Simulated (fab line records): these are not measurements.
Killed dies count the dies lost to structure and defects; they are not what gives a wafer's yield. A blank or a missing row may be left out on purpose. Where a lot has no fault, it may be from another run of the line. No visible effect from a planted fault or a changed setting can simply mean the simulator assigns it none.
Matching of chambers + flow n5_finfet + N5_BEOL_M1_ETCH_69 on rie_diel-01 has 4 sister chambers
The step etches SiARC in CF4, target depth 15.6 nm, time 26 s. 16 wafers are shown with their chamber, then 8 later ones without.

== WAFERS PAIRED WITH THEIR CHAMBERS ==
| wafer  | chamber | throttle_valve_pct (%) | showerhead_plenum_p_Torr (Torr) | drypump_motor_current_A (A) |
|--------|---------|------------------------|---------------------------------|-----------------------------|
| L076.2 | 0       | 15.50                  | 2.17                            | 5.3                         |
| L076.3 | 3       | 15.42                  | 2.05                            | 5.7                         |
| L076.5 | 1       | 15.60                  | 2.14                            | 5.5                         |
| L077.1 | 0       | 15.50                  | 2.17                            | 5.3                         |
| L077.2 | 2       | 16.07                  | 2.12                            | 5.4                         |
| L077.5 | 0       | 15.52                  | 2.17                            | 5.3                         |
| L078.2 | 3       | 15.42                  | 2.05                            | 5.7                         |
| L078.5 | 3       | 15.42                  | 2.05                            | 5.7                         |
| L078.6 | 0       | 15.50                  | 2.17                            | 5.3                         |
| L083.1 | 1       | 15.61                  | 2.13                            | 5.5                         |
| L083.2 | 2       | 16.09                  | 2.11                            | 5.4                         |
| L083.3 | 3       | 15.42                  | 2.05                            | 5.6                         |
| L083.4 | 0       | 15.52                  | 2.17                            | 5.3                         |
| L083.5 | 0       | 15.51                  | 2.17                            | 5.3                         |
| L083.6 | 1       | 15.64                  | 2.13                            | 5.5                         |
| L085.1 | 0       | 15.54                  | 2.17                            | 5.3                         |

SIGNATURES (means of the wafers above)
| reading                  | chamber 0 | chamber 1 | chamber 2 | chamber 3 | scatter within a chamber |
|--------------------------|-----------|-----------|-----------|-----------|--------------------------|
| throttle_valve_pct       | 15.5129   | 15.6167   | 16.0800   | 15.4200   | 0.0142                   |
| showerhead_plenum_p_Torr | 2.1700    | 2.1333    | 2.1150    | 2.0500    | 0.00312                  |
| drypump_motor_current_A  | 5.300     | 5.500     | 5.400     | 5.675     | 0.025                    |
Rule: a wafer lies at a distance from a chamber equal to the root of the sum of squares, over the readings, of (its reading less the chamber's mean, divided by the reading's scatter). If the next closest chamber is less than 2 further off than the closest, the wafer can't be placed; otherwise it belongs to the closest. The scatter: the root of (the sum of the squares of (reading less its chamber's mean) over the shown wafers, divided by (wafers less chambers)).

== WAFERS WHOSE CHAMBER IS MISSING ==
| wafer  | throttle_valve_pct (%) | showerhead_plenum_p_Torr (Torr) | drypump_motor_current_A (A) |
|--------|------------------------|---------------------------------|-----------------------------|
| L085.2 | 15.62                  | 2.13                            | 5.5                         |
| L085.6 | 16.08                  | 2.11                            | 5.3                         |
| L090.3 | 15.55                  | 2.17                            | 5.3                         |
| L090.4 | 16.11                  | 2.11                            | 5.4                         |
| L090.5 | 15.56                  | 2.17                            | 5.3                         |
| L096.1 | 15.66                  | 2.12                            | 5.6                         |
| L096.2 | 15.60                  | 2.16                            | 5.3                         |
| L096.4 | 15.51                  | 2.04                            | 5.6                         |

== WHICH CHAMBER EACH WENT THROUGH ==
| wafer  | from the rows above | in truth |
|--------|---------------------|----------|
| L085.2 | 1                   | 1        |
| L085.6 | 2                   | 2        |
| L090.3 | 0                   | 0        |
| L090.4 | 2                   | 2        |
| L090.5 | 0                   | 0        |
| L096.1 | 1                   | 1        |
| L096.2 | 0                   | 0        |
| L096.4 | 3                   | 3        |
Correct placement for 8 of the 8. Number that these rows cannot place: 0. Number placed wrongly: 0.
